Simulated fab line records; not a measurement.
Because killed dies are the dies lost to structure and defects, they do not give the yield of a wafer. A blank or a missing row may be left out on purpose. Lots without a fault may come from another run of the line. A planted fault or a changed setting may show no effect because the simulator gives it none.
Chamber matching + flow n5-finfet + 3 sister chambers for N5_BEOL_M6_CURE_74 on uv-cure-03
The step cures SiCOH lowk, time 240 s. 18 wafers are shown with their chamber, then 9 later ones without.

== WAFERS, EACH WITH ITS CHAMBER ==
| wafer  | chamber | wafer_temp_C_max | lamp-power-pct (%) |
|--------|---------|------------------|--------------------|
| L075.3 | 0       | 387.7            | 52.34              |
| L075.4 | 0       | 387.2            | 52.31              |
| L075.6 | 0       | 387.8            | 52.28              |
| L077.1 | 1       | 386.9            | 52.31              |
| L077.3 | 1       | 386.6            | 52.42              |
| L077.5 | 1       | 386.8            | 52.32              |
| L079.1 | 2       | 387.0            | 52.37              |
| L079.2 | 2       | 385.9            | 52.35              |
| L079.5 | 2       | 386.4            | 52.32              |
| L079.3 | 2       | 385.8            | 52.29              |
| L079.4 | 2       | 386.5            | 52.30              |
| L079.6 | 2       | 386.0            | 52.32              |
| L084.1 | 0       | 387.0            | 52.36              |
| L084.3 | 0       | 386.9            | 52.38              |
| L084.4 | 0       | 387.8            | 52.38              |
| L088.2 | 2       | 386.1            | 52.24              |
| L088.3 | 2       | 385.9            | 52.30              |
| L088.5 | 2       | 385.9            | 52.39              |

SIGNATURES (means of the wafers above)
| reading          | chamber 0 | chamber 1 | chamber 2 | scatter within a chamber |
|------------------|-----------|-----------|-----------|--------------------------|
| wafer_temp_C_max | 387.400   | 386.767   | 386.167   | 0.378                    |
| lamp-power-pct   | 52.3417   | 52.3500   | 52.3200   | 0.0461                   |
Rule: for each reading, subtract the chamber's mean from the wafer's reading, divide by that reading's scatter and square the result; add these up over the readings and take the root, which gives the wafer's distance from the chamber. If the next closest chamber is less than 2 further off than the closest, the wafer can't be placed; otherwise it belongs to the closest. The scatter is the square root of a quotient: the sum, over the shown wafers, of each reading's squared deviation from its chamber's mean, divided by wafers minus chambers.

== WAFERS WHOSE CHAMBER IS MISSING ==
| wafer  | wafer_temp_C_max | lamp-power-pct (%) |
|--------|------------------|--------------------|
| L094.4 | 386.2            | 52.29              |
| L094.5 | 386.1            | 52.38              |
| L094.6 | 385.9            | 52.28              |
| L095.1 | 386.7            | 52.34              |
| L095.5 | 386.1            | 52.32              |
| L095.6 | 386.0            | 52.28              |
| L096.1 | 387.0            | 52.29              |
| L096.2 | 386.4            | 52.27              |
| L096.3 | 386.3            | 52.31              |

== EACH ONE'S CHAMBER ==
| wafer  | from the rows above          | in truth |
|--------|------------------------------|----------|
| L094.4 | can't be placed: 2 or 1      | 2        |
| L094.5 | can't be placed: 2 or 1      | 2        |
| L094.6 | can't be placed: 2 or 1      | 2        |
| L095.1 | can't be placed: 1 or 2 or 0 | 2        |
| L095.5 | can't be placed: 2 or 1      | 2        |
| L095.6 | can't be placed: 2 or 1      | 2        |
| L096.1 | can't be placed: 1 or 0 or 2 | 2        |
| L096.2 | can't be placed: 2 or 1 or 0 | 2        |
| L096.3 | can't be placed: 2 or 1      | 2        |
Placed correctly: 0 of 9. From these rows, 9 cannot be placed; in 9 the true chamber is one of the candidates. Number placed wrongly: 0.
